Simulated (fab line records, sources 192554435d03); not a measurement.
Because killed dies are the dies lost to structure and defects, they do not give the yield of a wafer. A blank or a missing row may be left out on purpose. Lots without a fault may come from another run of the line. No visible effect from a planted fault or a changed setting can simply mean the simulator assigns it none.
Lot-split experiment ; flow n5-finfet ; route with 1938 steps; 7 lots, 39 wafers read

== ON THE SPLIT ==
At N5_FIN_SAQP_HM_DEP_03 (deposits SiNx from SiH4/NH3/N2, target thk 38 nm, time 33.6 s), the setting time-s was moved away from the recipe's 33.6 s on 15 of the 39 wafers read, by -47.1% to +44.0%. For the rest of the wafers, this setting stayed at what the recipe calls for.

== FROM THE SPLIT TO THE READING: what the file shows between them, 4 steps ==
- N5_FIN_SAQP_THK_MEAS_05
- N5_FIN_SAQP_PECVD_47: deposits a-Si from SiH4/He, target thk 45 nm, time 36.3 s
- N5_FIN_SAQP_PECVD_48: deposits SiNx from SiH4/NH3/N2, target thk 25 nm, time 22.1 s
- N5_FIN_SAQP_MANDREL2_REMOVE_60: chemistry HBr/Cl2/O2, target a-Si, stops on SiNx, bt time 10 s

== THE READING ==
etch.depth-nm (the simulator's own value, which no gauge read), in nm, at N5_FIN_SAQP_HM_OPEN_33 (chemistry CH3F/O2, target SiNx, target depth 49.4 nm, time 70.6 s). There is no usual value for it anywhere in the file. Average 37.35 nm, standard deviation 0.46 nm, over the 24 wafers here run with the recipe.

wafer;tool, chamber at the split;time-s as run, s;against the recipe;etch.depth-nm, nm;against lot-mates on the recipe
L074.1;pecvd-03, 2;33.6;recipe;37.28;-
L074.2;pecvd-03, 0;40.64;+21.0%;45;+7.56
L074.3;pecvd-03, 1;33.6;recipe;37.34;-
L074.4;pecvd-03, 0;40.64;+21.0%;45.9;+8.46
L074.5;pecvd-03, 2;40.64;+21.0%;45.76;+8.32
L074.6;pecvd-03, 1;33.6;recipe;37.7;-
L076.1;pecvd-02, 0;48.39;+44.0%;52.76;+15.85
L076.2;pecvd-02, 1;33.6;recipe;36.37;-
L076.3;pecvd-02, 0;48.39;+44.0%;54.07;+17.16
L076.4;pecvd-02, 1;33.6;recipe;37.28;-
L076.5;pecvd-02, 1;33.6;recipe;37.08;-
L076.6;pecvd-02, 0;48.39;+44.0%;53.89;+16.98
L078.1;pecvd-01, 1;33.6;recipe;37.12;-
L078.2;pecvd-01, 2;33.6;recipe;36.79;-
L078.3;pecvd-01, 0;43.54;+29.6%;47.82;+10.53
L078.4;pecvd-01, 1;33.6;recipe;37.95;-
L078.5;pecvd-01, 2;43.54;+29.6%;48.82;+11.53
L078.6;pecvd-01, 0;43.54;+29.6%;48.31;+11.02
L081.3;pecvd-03, 2;33.6;recipe;36.83;-
L081.4;pecvd-03, 1;33.6;recipe;37.76;-
L081.6;pecvd-03, 0;33.6;recipe;37.79;-
L085.1;pecvd-02, 2;33.6;recipe;36.97;-
L085.2;pecvd-02, 0;33.6;recipe;37.14;-
L085.3;pecvd-02, 1;33.6;recipe;37.63;-
L085.4;pecvd-02, 2;33.6;recipe;37.63;-
L085.5;pecvd-02, 1;33.6;recipe;37.86;-
L085.6;pecvd-02, 0;33.6;recipe;37.94;-
L087.1;pecvd-01, 0;33.6;recipe;36.96;-
L087.2;pecvd-01, 2;44.79;+33.3%;49.41;+11.82
L087.3;pecvd-01, 1;44.79;+33.3%;49.84;+12.25
L087.4;pecvd-01, 1;33.6;recipe;38.23;-
L087.5;pecvd-01, 0;33.6;recipe;37.59;-
L087.6;pecvd-01, 2;44.79;+33.3%;51.31;+13.72
L093.1;pecvd-02, 1;33.6;recipe;36.95;-
L093.2;pecvd-02, 0;17.78;-47.1%;18.82;-18.27
L093.3;pecvd-02, 2;33.6;recipe;36.7;-
L093.4;pecvd-02, 2;17.78;-47.1%;18.84;-18.25
L093.5;pecvd-02, 0;33.6;recipe;37.62;-
L093.6;pecvd-02, 1;17.78;-47.1%;19.45;-17.64

FIT RESULTS
A straight line over all 39 wafers: etch.depth-nm changes by +0.381 nm for each +1% of time-s; r = +1.00; the points scatter about the line by 0.55 nm.
The same after taking each lot's own level away (the mean of its wafers on the recipe; 39 wafers): +0.38 nm for each +1%; r = +1.00; scatter 0.48 nm.
On that fit, the largest move of time-s shifts the reading by 18 nm.
Measured against the standard deviation above, the lots' own levels, which go from 36.910 to 37.593 nm, span 1.5 times it.
Consequently the slope shifts little with the lot-to-lot level, the two slopes agreeing.
Check: with one of the wafers moved furthest among these (-47.1%) left out of the fit, the line predicts -17.9 nm for it against its lot-mates. Against them it came out at -18.3 nm.

== THE WHOLE CHAIN: every reading that the file lists as answering this split, in the file's order ==
step;what it does;reading;change (the file's fit);r (the file's)
N5_FIN_SAQP_HM_DEP_03;deposits SiNx from SiH4/NH3/N2, target thk 38 nm, time 33.6 s;SiNx_of_FIN_SAQP_HM_DEP_03.thk-nm (the simulator's own value, which no gauge read);+0.38 nm for each +1% of the setting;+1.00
N5_FIN_SAQP_THK_MEAS_05;;thk-nm;withheld for each +1% of the setting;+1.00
N5_FIN_SAQP_HM_OPEN_33;chemistry CH3F/O2, target SiNx, target depth 49.4 nm, time 70.6 s;etch-rf-on-time-s;withheld for each +1% of the setting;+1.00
N5_FIN_SAQP_HM_OPEN_33;chemistry CH3F/O2, target SiNx, target depth 49.4 nm, time 70.6 s;etch.depth-nm (the simulator's own value, which no gauge read);+0.38 nm for each +1% of the setting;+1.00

== THE FILE'S OWN FIT ==
etch.depth-nm changes by +0.38 nm for each +1% of time-s, r = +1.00.
